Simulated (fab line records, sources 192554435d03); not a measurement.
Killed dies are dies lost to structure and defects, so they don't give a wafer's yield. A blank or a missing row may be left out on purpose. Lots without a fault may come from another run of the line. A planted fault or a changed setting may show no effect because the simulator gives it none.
Which tool did it? | flow n5_finfet | 9 lots, 24 wafers sampled, at 5 steps of a route of 1938

WHAT THE GAUGES READ, wafer by wafer
N5_MOL_CONTACT_COAG_THK_MEAS_29.
lot  | measured     | on            | MD_CAP_THK (nm)
L108 | day 5 05:31  | film_metro-02 | 17.70 17.88 17.84
L111 | day 5 21:03  | film_metro-01 | 17.91 17.94 17.92
L114 | day 6 11:53  | film_metro-01 | 17.87 17.90 17.83
L119 | day 8 03:45  | film_metro-01 | 18.92 18.02
L123 | day 8 19:01  | film_metro-01 | 18.86 17.96
L124 | day 9 00:19  | film_metro-02 | 18.98 17.92
L127 | day 9 19:12  | film_metro-01 | 17.88 17.82 17.88
L130 | day 10 09:09 | film_metro-02 | 17.85 17.91 17.95
L131 | day 10 16:33 | film_metro-01 | 17.95 17.97 17.95

WHICH TOOL RAN EACH LOT (tool, then ch and the chambers of the sampled wafers, then the start)
lot  | N5_MOL_CONTACT_COAG_PRE_CLEAN_141 | N5_MOL_CONTACT_COAG_SPUTTER_130 | N5_MOL_CONTACT_COAG_CMP_23    | N5_MOL_CONTACT_COAG_CMP_28
L108 | pvd_sputter-03, day 4 21:32       | pvd_sputter-02, day 5 00:44     | cmp-01 ch 1,2,3, day 5 00:55  | cmp-04 ch 0,2,3, day 5 05:13
L111 | pvd_sputter-01, day 5 14:48       | pvd_sputter-03, day 5 17:08     | cmp-02 ch 1,2,3, day 5 17:22  | cmp-02 ch 0,2,3, day 5 20:46
L114 | pvd_sputter-02, day 6 05:58       | pvd_sputter-02, day 6 09:01     | cmp-01 ch 0,1,2, day 6 09:14  | cmp-01 ch 0,1, day 6 11:35
L119 | pvd_sputter-02, day 7 22:20       | pvd_sputter-01, day 8 00:52     | cmp-01 ch 0,2, day 8 01:07    | cmp-01 ch 0,2, day 8 03:28
L123 | pvd_sputter-03, day 8 13:32       | pvd_sputter-01, day 8 16:08     | cmp-01 ch 2,3, day 8 16:19    | cmp-01 ch 2,3, day 8 18:45
L124 | pvd_sputter-01, day 8 16:22       | pvd_sputter-02, day 8 19:53     | cmp-01 ch 2,3, day 8 20:06    | cmp-02 ch 1,3, day 9 00:01
L127 | pvd_sputter-01, day 9 11:55       | pvd_sputter-02, day 9 16:19     | cmp-04 ch 0,3, day 9 16:33    | cmp-01 ch 0,3, day 9 18:56
L130 | pvd_sputter-02, day 10 03:26      | pvd_sputter-03, day 10 06:16    | cmp-02 ch 0,2,3, day 10 06:28 | cmp-04 ch 0,2,3, day 10 08:52
L131 | pvd_sputter-03, day 10 10:37      | pvd_sputter-01, day 10 13:10    | cmp-04 ch 0,2, day 10 13:20   | cmp-01 ch 0,2, day 10 16:17
- N5_MOL_CONTACT_COAG_PRE_CLEAN_141: time 60 s.
- N5_MOL_CONTACT_COAG_SPUTTER_130: material Co, target thk 47.5 nm.
- N5_MOL_CONTACT_COAG_CMP_23: polishes, stops on SiO2, t overpolish 1.5 s, target thk 0 nm.
- N5_MOL_CONTACT_COAG_CMP_28: polishes, stops on SiNx, t overpolish 0.85 s, target thk 14.522 nm.

THE ANSWER, worked out from the rows above alone
Rule: what is usual is taken from the lots themselves. Put in order of their means at a reading, lots are off if they are a third of the lots or fewer, leave a main group of 4 or more, and stand apart from it by a gap of 3 or more times the standard deviation of the main group's means; of several such gaps the widest counts. A main group whose means are all the same, to the digits that the tables above print for the reading, isn't used. A lot without any number at a reading at which 4 lots or more have one is off too. The other lots that the step has rows for count as sound.
Off: L119, L123, L124, at N5_MOL_CONTACT_COAG_THK_MEAS_29 (MD_CAP_THK). The main group: mean 17.89 nm, standard deviation 0.048.
A tool fits if, at a process step before that reading, it ran every lot that is off, and no sound lot after the first of them. The gauges at N5_MOL_CONTACT_COAG_THK_MEAS_29 are tried like those tools. One fits: cmp-01 at N5_MOL_CONTACT_COAG_CMP_23. Its last sound lot is L114 (day 6 09:14), its first lot that is off L119 (day 8 01:07): a fault that began between those two fits.

WHAT THE SIMULATOR HAD PUT IN
Process parameter drift: cmp-01, from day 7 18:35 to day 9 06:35, at N5_MOL_CONTACT_COAG_CMP_23. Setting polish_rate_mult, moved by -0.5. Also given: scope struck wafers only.
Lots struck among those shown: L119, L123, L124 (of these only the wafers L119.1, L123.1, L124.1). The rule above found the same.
